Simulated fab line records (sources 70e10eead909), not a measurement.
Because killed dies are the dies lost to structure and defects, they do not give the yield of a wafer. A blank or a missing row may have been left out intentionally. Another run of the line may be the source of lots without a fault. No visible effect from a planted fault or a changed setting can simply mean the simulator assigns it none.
What tool caused it? ; flow nand-harc ; 18 wafers from 6 lots sampled at 2 of the route's 1159 steps

WHAT THE GAUGES SHOWED, per wafer
NHARC_A_BONDPAD_THK_MEAS_20: measures by xrf.
lot;measured;on;thk-nm (nm)
L797;day 18 11:44;film-metro-02;171.6 171.4 172.3
L795;day 18 15:45;film-metro-01;169.7 170.0 170.8
L798;day 19 08:50;film-metro-02;170.5 169.0 170.5
L805;day 22 06:23;film-metro-02;168.0 169.1 169.6
L812;day 22 15:25;film-metro-01;167.9 168.9 167.5
L813;day 23 11:21;film-metro-01;171.1 169.9 173.0

EACH LOT AND THE TOOL THAT RAN IT (in order: tool; ch and the chambers of the sampled wafers; start)
lot;NHARC_A_M1_PRE_CLEAN_30
L797;pvd-sputter-02, day 18 05:49
L795;pvd-sputter-02, day 18 09:11
L798;pvd-sputter-03, day 19 02:29
L805;pvd-sputter-02, day 22 00:22
L812;pvd-sputter-01, day 22 09:19
L813;pvd-sputter-03, day 23 05:21
- NHARC_A_M1_PRE_CLEAN_30: time 30 s.

THE ANSWER, worked out from the rows above alone
Rule: the lots themselves supply what counts as usual. The widest of any qualifying gaps counts: lots, ordered by their means at a reading, are off when they make up no more than a third of the lots, leave a main group of 4 or more, and stand apart from it by 3 or more times the standard deviation of that group's means. If all means in a main group match to the digits the tables above print for the reading, that group is not used. Also off: a lot with no number at a reading for which 4 or more lots have one. Any other lot the step has rows for is counted as sound.
Nothing can be told from this: no lot is off at any reading shown.

WHAT HAD BEEN PUT IN BY THE SIMULATOR
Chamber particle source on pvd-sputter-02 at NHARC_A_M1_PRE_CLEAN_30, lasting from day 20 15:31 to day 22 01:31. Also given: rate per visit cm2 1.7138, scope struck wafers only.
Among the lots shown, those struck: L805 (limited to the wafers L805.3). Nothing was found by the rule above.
